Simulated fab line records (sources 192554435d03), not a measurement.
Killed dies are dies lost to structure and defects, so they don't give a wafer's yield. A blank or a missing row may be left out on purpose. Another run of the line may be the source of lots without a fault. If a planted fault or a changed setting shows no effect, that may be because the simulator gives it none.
Struck lot and sound lot, side by side | flow n5_finfet | 36 out of 1938 route steps
Sound: the wafers L809.2, L809.5, L809.6. Struck: wafer L802.1. (L802.3, L802.4 of the same lot were not struck and are left out.) The cause comes at the end.
At each step with rows: each side's tool, then ch and its chambers, then its first start. Under that, the readings that differ: sound wafers | struck wafers | difference of the means | sigmas: that difference in standard deviations of wafers without a fault.
alike: readings whose means differ by less than 2 such deviations, and words and numbers that are the same on both sides. not compared: withheld readings, readings that some wafer has no value for, bounds like >300 that may hide the same value, and numbers for which the record gives no deviation and whose values overlap.
The two part at a step that has a row with sigmas, a row that says differs or no value, or rows on one side only. Non-overlapping numbers with no deviation appear without sigmas and do not part them. A reading that every wafer of one side lacks parts them only if that side has two wafers or more.

first, 11 steps without rows for these wafers: N5_PMOS_HMC_CHANNEL_EPI_PRECLEAN_36 (cleans in O3/DIW, time 45 s); N5_PMOS_HMC_CHANNEL_EPI_PRECLEAN_18 (cleans in DHF, time 30 s); N5_PMOS_HMC_CHANNEL_EPI_SRD_19 (time 30 s); N5_PMOS_HMC_CHANNEL_EPI_EPI_20 (deposits SiGe30, target thk 59 nm); N5_PMOS_HMC_CHANNEL_EPI_HM_STRIP_35 (strips SiO2 in dHF, material SiO2, target depth 39.6 nm, time 216 s); N5_PMOS_HMC_CHANNEL_EPI_SRD_39 (time 30 s); N5_PMOS_HMC_CHANNEL_EPI_CMP_21 (polishes SiGe30, target thk 54 nm); N5_PMOS_HMC_CHANNEL_EPI_PRECLEAN_40 (cleans in DHF, time 30 s); N5_PMOS_HMC_CHANNEL_EPI_PRECLEAN_37 (cleans in O3/DIW, time 45 s); N5_PMOS_HMC_CHANNEL_EPI_PRECLEAN_24 (cleans in DHF, time 30 s); N5_PMOS_HMC_CHANNEL_EPI_SRD_25 (time 30 s).
N5_PMOS_HMC_CHANNEL_EPI_EPI_26: deposits Si from SiH4/H2, target thk 3.8 nm, time 22.7 s.
  sound on epi_rpcvd-04 ch 0, day 7 02:17; struck on epi_rpcvd-03 ch 0, day 5 09:01
  reading                                             | sound             | struck | difference | sigmas
  throttle_valve_pct (%)                              | 11.84 11.58 11.92 | 11.06  | -0.72      | -3
  model.Si_of_PMOS_HMC_CHANNEL_EPI_EPI_26.thk_nm (nm) | 3.768 3.78 3.796  | 5.379  | +1.598     |
then, 22 steps without rows for these wafers: N5_FIN_SAQP_PRECLEAN_42 (cleans in O3/DIW, time 60 s); N5_FIN_SAQP_PRECLEAN_00 (cleans in SC1, time 60 s); N5_FIN_SAQP_PRECLEAN_44 (cleans in SC2, time 45 s); N5_FIN_SAQP_SRD_01 (time 30 s); N5_FIN_SAQP_ALD_61 (deposits SiO2, target thk 4 nm, pulse time 1 s, purge time 2 s); N5_FIN_SAQP_DENSIFY_62 (time 60 s); N5_FIN_SAQP_HM_DEP_03 (deposits SiNx from SiH4/NH3/N2, target thk 38 nm, time 33.6 s); N5_FIN_SAQP_PECVD_47 (deposits a-Si from SiH4/He, target thk 45 nm, time 36.3 s); N5_FIN_SAQP_PECVD_48 (deposits SiNx from SiH4/NH3/N2, target thk 25 nm, time 22.1 s); N5_FIN_SAQP_PECVD_06 (deposits a-Si from SiH4/He, target thk 60 nm, time 48.1 s); N5_FIN_SAQP_HM_DEP_72 (deposits SiO2 from SiH4/N2O, target thk 12 nm, time 7.2 s); N5_FIN_SAQP_COAT_49 (time 60 s, resist thk 100 nm); N5_FIN_SAQP_COAT_50 (time 60 s, resist thk 35 nm); N5_FIN_SAQP_COAT_10 (resist thk 90 nm); N5_FIN_SAQP_EBR_12; N5_FIN_SAQP_SOFTBAKE_11 (time 60 s); N5_FIN_SAQP_EXPOSE_13 (exposes mask FIN CORE, target cd 35.6 nm); N5_FIN_SAQP_PEB_14 (peb time 60 s); N5_FIN_SAQP_DEVELOP_15 (develop time 30 s); N5_FIN_SAQP_DESCUM_21 (chemistry O2, time 7.9 s); N5_FIN_SAQP_ETCH_51 (etches SiARC in CF4, target depth 45.5 nm, time 75.8 s); N5_FIN_SAQP_ETCH_52 (etches SOC in N2/H2, target depth 100 nm, overetch 20 nm, time 150 s).
N5_STI_FIN_REVEAL_CLEAN_19: cleans in O3/DIW, time 120 s.
  sound on wet_bench-01 ch 0,2,5, day 7 19:04; struck on wet_bench-01 ch 1, day 6 02:05
  reading                                             | sound       | struck | difference | sigmas
  model.Si_of_PMOS_HMC_CHANNEL_EPI_EPI_26.thk_nm (nm) | 2.4 2.4 2.4 | 4      | +2         |
-- the record jumps here: 6 days lie between the struck wafers' starts before and after (it left off in module STI_FIN_REVEAL and takes up again in module BEOL_M4, whose first step shown is number 1111 of the route) --
N5_BEOL_M4_RC_MEAS_101:
  sound on prober-02 ch 0, day 13 07:20; struck on prober-02 ch 0, day 11 23:39
  alike: DIBL_N, DIBL_P, IOFF_N, IOFF_P, ION_N, ION_P, SS_N, SS_P, VT_N, VT_P

== WHERE THEY PART ==
N5_PMOS_HMC_CHANNEL_EPI_EPI_26 only, going by this record. Later steps at which nothing parts them and some readings are alike: N5_BEOL_M4_RC_MEAS_101.

WHY: whatever the simulator had introduced
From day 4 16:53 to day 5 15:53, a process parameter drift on epi_rpcvd-03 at N5_PMOS_HMC_CHANNEL_EPI_EPI_26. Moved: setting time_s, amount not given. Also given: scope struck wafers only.
